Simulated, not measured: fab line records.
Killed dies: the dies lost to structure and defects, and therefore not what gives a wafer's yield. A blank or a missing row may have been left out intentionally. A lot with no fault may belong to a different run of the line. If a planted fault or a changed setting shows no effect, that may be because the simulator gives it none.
Which tool was responsible? | flow n5-finfet | 12 lots with 36 wafers sampled at 3 steps, on a route of 1938 steps

WHAT EACH GAUGE READ, for each wafer
N5_BEOL_M4_OVL_MEAS_29.
lot  | measured     | on         | V3_OVL (nm)
L075 | day 10 09:46 | overlay-02 | -0.5 0.9 0.2
L076 | day 10 16:09 | overlay-01 | 1.2 0.3 0.3
L078 | day 11 02:22 | overlay-01 | 0.8 0.9 1.0
L079 | day 11 07:03 | overlay-02 | 0.1 0.1 0.4
L086 | day 11 16:46 | overlay-01 | 0.6 0.8 0.8
L083 | day 12 01:11 | overlay-02 | 1.8 -0.5 0.5
L089 | day 13 10:25 | overlay-01 | -0.2 0.5 0.1
L087 | day 13 18:19 | overlay-01 | 1.0 0.4 1.4
L091 | day 15 02:34 | overlay-02 | 0.2 -0.3 0.0
L094 | day 15 04:27 | overlay-02 | 0.6 0.1 0.6
L093 | day 15 15:50 | overlay-02 | 0.4 0.2 0.9
L097 | day 16 18:39 | overlay-02 | 0.2 -0.1 0.2

WHAT TOOL EACH LOT RAN ON (gives the tool, then ch and the chambers of the sampled wafers, and finally the start)
lot  | N5_BEOL_M4_HM_DEP_02         | N5_BEOL_M4_STRIP_19
L075 | pvd-sputter-03, day 10 08:23 | rie-diel-01 ch 0,2,3, day 10 09:20
L076 | pvd-sputter-01, day 10 14:32 | rie-diel-03 ch 0,1,3, day 10 15:42
L078 | pvd-sputter-01, day 11 00:46 | rie-diel-03 ch 1,3, day 11 01:57
L079 | pvd-sputter-01, day 11 05:37 | rie-diel-01 ch 2,3, day 11 06:37
L086 | pvd-sputter-01, day 11 15:08 | rie-diel-04 ch 0,1,3, day 11 16:13
L083 | pvd-sputter-01, day 11 23:46 | rie-diel-01 ch 1,2,3, day 12 00:46
L089 | pvd-sputter-02, day 13 08:26 | rie-diel-03 ch 0,2,3, day 13 09:59
L087 | pvd-sputter-01, day 13 16:40 | rie-diel-03 ch 0,3, day 13 17:45
L091 | pvd-sputter-02, day 15 01:06 | rie-diel-03 ch 2,3, day 15 02:01
L094 | pvd-sputter-03, day 15 02:58 | rie-diel-04 ch 0,1,2, day 15 04:02
L093 | pvd-sputter-03, day 15 14:28 | rie-diel-01 ch 0,2, day 15 15:25
L097 | pvd-sputter-02, day 16 17:10 | rie-diel-03 ch 0,2,3, day 16 18:13
- N5_BEOL_M4_HM_DEP_02: deposits TiN, target thk 20 nm.
- N5_BEOL_M4_STRIP_19: strips in O2.

THE ANSWER, worked out from the rows above alone
Rule: what is usual is taken from the lots themselves. Put in order of their means at a reading, lots are off if they are a third of the lots or fewer, leave a main group of 4 or more, and stand apart from it by a gap of 3 or more times the standard deviation of the main group's means; of several such gaps the widest counts. The tables above print the reading to a certain number of digits; a main group whose means all agree to those digits is not used. A lot without any number at a reading at which 4 lots or more have one is off too. All remaining lots with rows at the step are treated as sound.
No lot is off at any reading shown: from this, nothing can be told.

WHAT THE SIMULATOR HAD PUT IN
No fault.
